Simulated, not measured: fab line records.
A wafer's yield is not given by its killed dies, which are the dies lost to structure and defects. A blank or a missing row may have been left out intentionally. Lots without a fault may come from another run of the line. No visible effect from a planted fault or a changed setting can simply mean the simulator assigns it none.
Check of tool commonality	flow nand harc	Lots sampled 3, wafers sampled 9

== THE REASON FOR OPENING IT ==
On 1 of the 3 lots, a flag is raised at NHARC_END_SORT_01 on the reading sort_bin_3_pct. Fault-free wafers read 0.25 %, with a standard deviation of 0.23.
Rule: a lot is flagged when every wafer of it that has a number lies more than 4 standard deviations from that mean, or none has a number. All remaining lots are regarded as sound.

lot	measured	on	sort_bin_3_pct (%), wafer by wafer	flag
L443	day 20 17:53	prober-02	0 0 0	
L448	day 22 09:22	prober-02	0.30 0.30 0.30	
L456	day 24 12:23	prober-01	2.66 2.07 2.36	FLAGGED
The mean of the flagged lots' numbers is 2.36 %, +2.11 % from the usual (+9 standard deviations).

== WHICH TOOL EACH LOT WENT THROUGH ==
The record holds 4 process steps before the reading, out of a route of 1159 steps. Cell contents, in order: the tool; ch with the chambers the sampled wafers went through; the start.
lot	flag	NHARC_A_BONDPAD_STRIP_15	NHARC_THIN_TSV_STRIP_45	NHARC_THIN_TSV_STRIP_62	NHARC_THIN_TSV_PRE_CLEAN_50
L443		rie diel-10 ch 0,1,3, day 19 07:59	plasma asher-02 ch 0,1, day 20 01:55	plasma asher-02 ch 0,1, day 20 04:18	pvd sputter-02, day 20 17:53 or earlier
L448		rie diel-10 ch 1,3, day 21 01:07	plasma asher-01 ch 0,1, day 21 18:08	plasma asher-02 ch 0,1, day 21 19:39	pvd sputter-03, day 22 09:22 or earlier
L456	FLAGGED	rie diel-10 ch 0,1,2, day 22 22:53	plasma asher-02 ch 0,1, day 23 19:56	plasma asher-02 ch 0,1, day 23 21:29	pvd sputter-02, day 24 12:23 or earlier
What these steps do:
- NHARC_A_BONDPAD_STRIP_15: strips in O2.
- NHARC_THIN_TSV_STRIP_45: strips in O2.
- NHARC_THIN_TSV_STRIP_62: strips in N2/H2, time 20 s.
- NHARC_THIN_TSV_PRE_CLEAN_50: time 30 s.
- NHARC_END_SORT_01

== FLAGGED OVER TOTAL, TOOL BY TOOL (the gauges that took the reading come last) ==
step	tool	lots run	flagged	share of the flagged lots	sound lots run after its first flagged lot
NHARC_A_BONDPAD_STRIP_15	rie diel-10	3	1	all	0
NHARC_THIN_TSV_STRIP_45	plasma asher-01	1	0	none	-
NHARC_THIN_TSV_STRIP_45	plasma asher-02	2	1	all	0
NHARC_THIN_TSV_STRIP_62	plasma asher-02	3	1	all	0
NHARC_THIN_TSV_PRE_CLEAN_50	pvd sputter-02	2	1	all	0
NHARC_THIN_TSV_PRE_CLEAN_50	pvd sputter-03	1	0	none	-
NHARC_END_SORT_01	prober-01	1	1	all	0
NHARC_END_SORT_01	prober-02	2	0	none	-
With no start given for some of its lots, NHARC_THIN_TSV_PRE_CLEAN_50 uses the hours and lot order of NHARC_END_SORT_01.

== THE TABLE: WHAT IT ALLOWS ==
5 rows of the table ran every flagged lot: rie diel-10 at NHARC_A_BONDPAD_STRIP_15, plasma asher-02 at NHARC_THIN_TSV_STRIP_45, plasma asher-02 at NHARC_THIN_TSV_STRIP_62, pvd sputter-02 at NHARC_THIN_TSV_PRE_CLEAN_50, prober-01 at NHARC_END_SORT_01.
- rie diel-10 at NHARC_A_BONDPAD_STRIP_15: 1 of its 3 lots flagged. Its last sound lot is L448 (day 21 01:07), its first flagged lot L456 (day 22 22:53): a fault that began between those two fits.
- plasma asher-02 at NHARC_THIN_TSV_STRIP_45: 1 of its 2 lots flagged. Its last sound lot is L443 (day 20 01:55), its first flagged lot L456 (day 23 19:56): a fault that began between those two fits.
- plasma asher-02 at NHARC_THIN_TSV_STRIP_62: 1 of its 3 lots flagged. Its last sound lot is L448 (day 21 19:39), its first flagged lot L456 (day 23 21:29): a fault that began between those two fits.
- pvd sputter-02 at NHARC_THIN_TSV_PRE_CLEAN_50: 1 of its 2 lots flagged. Its last sound lot is L443 (day 20 17:53), its first flagged lot L456 (day 24 12:23): a fault that began between those two fits.
- prober-01 at NHARC_END_SORT_01: 1 of its 1 lot flagged. With no sound lot run before its first flagged lot in this sample, there is nothing to narrow down the start.
Because each of these 4 tools fits a fault that began at some hour, counting lots does not separate them. More lots, or a look at what each step does to the wafer, might.

== WHAT WAS PUT IN BY THE SIMULATOR ==
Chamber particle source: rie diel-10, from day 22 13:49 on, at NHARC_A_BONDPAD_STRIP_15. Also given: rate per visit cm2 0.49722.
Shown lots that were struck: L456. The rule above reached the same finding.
